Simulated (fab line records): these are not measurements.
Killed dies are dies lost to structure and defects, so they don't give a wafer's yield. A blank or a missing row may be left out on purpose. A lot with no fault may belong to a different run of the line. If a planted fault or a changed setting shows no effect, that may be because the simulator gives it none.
Matching of chambers / flow n5-finfet / N5_BEOL_M4_CO_CAP_55 on cvd-co-02: 3 sister chambers
The step material Co, precursor CCTBA/H2, target thk 2 nm, time 102.1 s. 3 wafers are shown with their chamber, then 10 later ones without.

WAFERS WITH THEIR CHAMBER
wafer=L089.1; chamber=2; heater-power-w (W)=237
wafer=L090.1; chamber=1; heater-power-w (W)=222
wafer=L090.5; chamber=0; heater-power-w (W)=224

WAFERS WITH NO CHAMBER GIVEN
wafer=L090.6; heater-power-w (W)=220
wafer=L094.2; heater-power-w (W)=242
wafer=L094.5; heater-power-w (W)=221
wafer=L094.6; heater-power-w (W)=222
wafer=L096.4; heater-power-w (W)=222
wafer=L096.5; heater-power-w (W)=238
wafer=L096.6; heater-power-w (W)=226
wafer=L097.1; heater-power-w (W)=226
wafer=L097.2; heater-power-w (W)=240
wafer=L097.6; heater-power-w (W)=220

CHAMBER TAKEN BY EACH
wafer=L090.6; from the rows above=can't be placed: 1 or 0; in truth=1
wafer=L094.2; from the rows above=2; in truth=2
wafer=L094.5; from the rows above=can't be placed: 1 or 0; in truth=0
wafer=L094.6; from the rows above=can't be placed: 1 or 0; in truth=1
wafer=L096.4; from the rows above=can't be placed: 1 or 0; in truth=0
wafer=L096.5; from the rows above=2; in truth=2
wafer=L096.6; from the rows above=can't be placed: 0 or 1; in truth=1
wafer=L097.1; from the rows above=can't be placed: 0 or 1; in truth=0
wafer=L097.2; from the rows above=2; in truth=2
wafer=L097.6; from the rows above=can't be placed: 1 or 0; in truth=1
Correctly placed: 3 of 10. Can't be placed from these rows: 7 (the true chamber is among the candidates in 7). Number placed wrongly: 0.
How it was worked out, from the rows above alone: a wafer's distance from a chamber is the root of the sum, over the readings, of the square of ((its reading less the chamber's mean) divided by the reading's scatter). The wafer belongs to the nearest chamber; if the next one is less than 2 further off, it can't be placed. The mean given for a chamber averages the wafers shown for that chamber. The scatter (one wafer shown for each chamber): square how far every hidden wafer sits from the nearest shown wafer, average those squares and take the square root.
